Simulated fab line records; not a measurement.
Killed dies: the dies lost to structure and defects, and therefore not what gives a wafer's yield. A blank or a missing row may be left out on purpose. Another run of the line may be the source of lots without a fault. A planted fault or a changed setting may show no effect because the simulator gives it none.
Lot-split experiment	flow n5-finfet	route with 1938 steps; 7 lots, 39 wafers read

== THE SPLIT ITSELF ==
At N5_BEOL_M13_ILD_DEP_00 (deposits SiOC from DEMS/O2, target thk 837.92 nm, time 166.4 s), the setting time-s was moved away from the recipe's 166.4 s on 18 of the 39 wafers read, by -41.3% to +50.8%. For the rest of the wafers, this setting stayed at what the recipe calls for.

No step appears in the file between the split and the reading.

== THE READING ==
M13_ILD_THK at N5_BEOL_M13_THK_MEAS_01, in nm. On this fab line, fault-free wafers typically give 835 nm with a standard deviation of 10 nm.

wafer	tool, chamber at the split	time-s as run, s	against the recipe	M13_ILD_THK, nm	against lot-mates on the recipe
L077.1	pecvd-03, 1	166.4	recipe	830	-
L077.2	pecvd-03, 2	166.4	recipe	836	-
L077.3	pecvd-03, 0	109.8	-34.0%	550	-285
L077.4	pecvd-03, 1	109.8	-34.0%	555	-280
L077.5	pecvd-03, 2	109.8	-34.0%	569	-266
L077.6	pecvd-03, 0	166.4	recipe	840	-
L081.1	pecvd-03, 0	97.62	-41.3%	471	-362
L081.2	pecvd-03, 2	166.4	recipe	827	-
L081.3	pecvd-03, 1	97.62	-41.3%	486	-347
L081.4	pecvd-03, 1	166.4	recipe	833	-
L081.5	pecvd-03, 2	166.4	recipe	840	-
L081.6	pecvd-03, 0	97.62	-41.3%	480	-353
L082.1	pecvd-01, 0	166.4	recipe	834	-
L082.2	pecvd-01, 2	251	+50.8%	1254	+416
L082.3	pecvd-01, 1	166.4	recipe	830	-
L082.4	pecvd-01, 0	251	+50.8%	1272	+434
L082.5	pecvd-01, 2	251	+50.8%	1274	+436
L082.6	pecvd-01, 1	166.4	recipe	849	-
L087.1	pecvd-03, 0	166.4	recipe	821	-
L087.2	pecvd-03, 2	216.2	+29.9%	1077	+252
L087.3	pecvd-03, 1	166.4	recipe	823	-
L087.4	pecvd-03, 0	216.2	+29.9%	1095	+270
L087.5	pecvd-03, 1	216.2	+29.9%	1091	+266
L087.6	pecvd-03, 2	166.4	recipe	832	-
L089.1	pecvd-01, 2	132.2	-20.6%	674	-167
L089.2	pecvd-01, 1	166.4	recipe	828	-
L089.3	pecvd-01, 0	166.4	recipe	838	-
L089.4	pecvd-01, 0	132.2	-20.6%	678	-163
L089.5	pecvd-01, 1	132.2	-20.6%	677	-164
L089.6	pecvd-01, 2	166.4	recipe	856	-
L096.2	pecvd-03, 1	166.4	recipe	825	-
L096.4	pecvd-03, 0	166.4	recipe	836	-
L096.5	pecvd-03, 2	166.4	recipe	855	-
L097.1	pecvd-01, 0	215.7	+29.6%	1077	+234
L097.2	pecvd-01, 2	215.7	+29.6%	1073	+230
L097.3	pecvd-01, 2	166.4	recipe	839	-
L097.4	pecvd-01, 0	166.4	recipe	849	-
L097.5	pecvd-01, 0	215.7	+29.6%	1097	+254
L097.6	pecvd-01, 2	166.4	recipe	842	-

FIT RESULTS
A straight line over all 39 wafers: M13_ILD_THK changes by +8.4 nm for each +1% of time-s; r = +1.00; the points scatter about the line by 10 nm.
The same after taking each lot's own level away (the mean of its wafers on the recipe; 39 wafers): +8.39 nm for each +1%; r = +1.00; scatter 9.8 nm.
According to that fit, moving time-s by its largest amount changes the reading by 4.3e+02 nm.
The span of the lots' own levels, 825.3 to 843.3 nm, comes to 1.8 times the standard deviation stated above.
Consequently the slope shifts little with the lot-to-lot level, the two slopes agreeing.
Check: +430 nm against its lot-mates is what the line predicts for one of the wafers moved furthest among these (+50.8%) when that wafer is left out of the fit. It came out at +416 nm against them.

== THE WHOLE CHAIN: every reading that the file lists as answering this split, in the file's order ==
step	what it does	reading	change (the file's fit)	r (the file's)
N5_BEOL_M13_ILD_DEP_00	deposits SiOC from DEMS/O2, target thk 837.92 nm, time 166.4 s	SiOC_of_BEOL_M13_ILD_DEP_00.thk-nm (the simulator's own value, which no gauge read)	+8.4 nm for each +1% of the setting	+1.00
N5_BEOL_M13_THK_MEAS_01		M13_ILD_THK	+8.4 for each +1% of the setting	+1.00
N5_BEOL_M13_VIA_ETCH_16	etches SiOC in C4F8/O2/Ar, target depth 921.7 nm	BARC_of_BEOL_M13_COAT_58.thk-nm (the simulator's own value, which no gauge read)	not straight: 88.93 at the lowest setting, 88.9 at the recipe, 34 at the highest	not given
N5_BEOL_M13_VIA_ETCH_16	etches SiOC in C4F8/O2/Ar, target depth 921.7 nm	etch.depth-nm (the simulator's own value, which no gauge read)	+8.4 nm for each +1% of the setting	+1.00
N5_BEOL_M13_VIA_ETCH_16	etches SiOC in C4F8/O2/Ar, target depth 921.7 nm	coat_of_BEOL_M13_COAT_04.thk-nm (the simulator's own value, which no gauge read)	-2.09 nm for each +1% of the setting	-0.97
N5_BEOL_M13_STRIP_63	strips in N2/H2	oes-product-au	not straight: 0.714 at the lowest setting, 0.674 at the recipe, 0.236 at the highest	not given
N5_BEOL_M13_STRIP_63	strips in N2/H2	strip-time-to-endpoint-s	not straight: withheld at the lowest setting, withheld at the recipe, withheld at the highest	not given

== THE FILE'S OWN FIT ==
M13_ILD_THK changes by +8.4 nm for each +1% of time-s, r = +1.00.
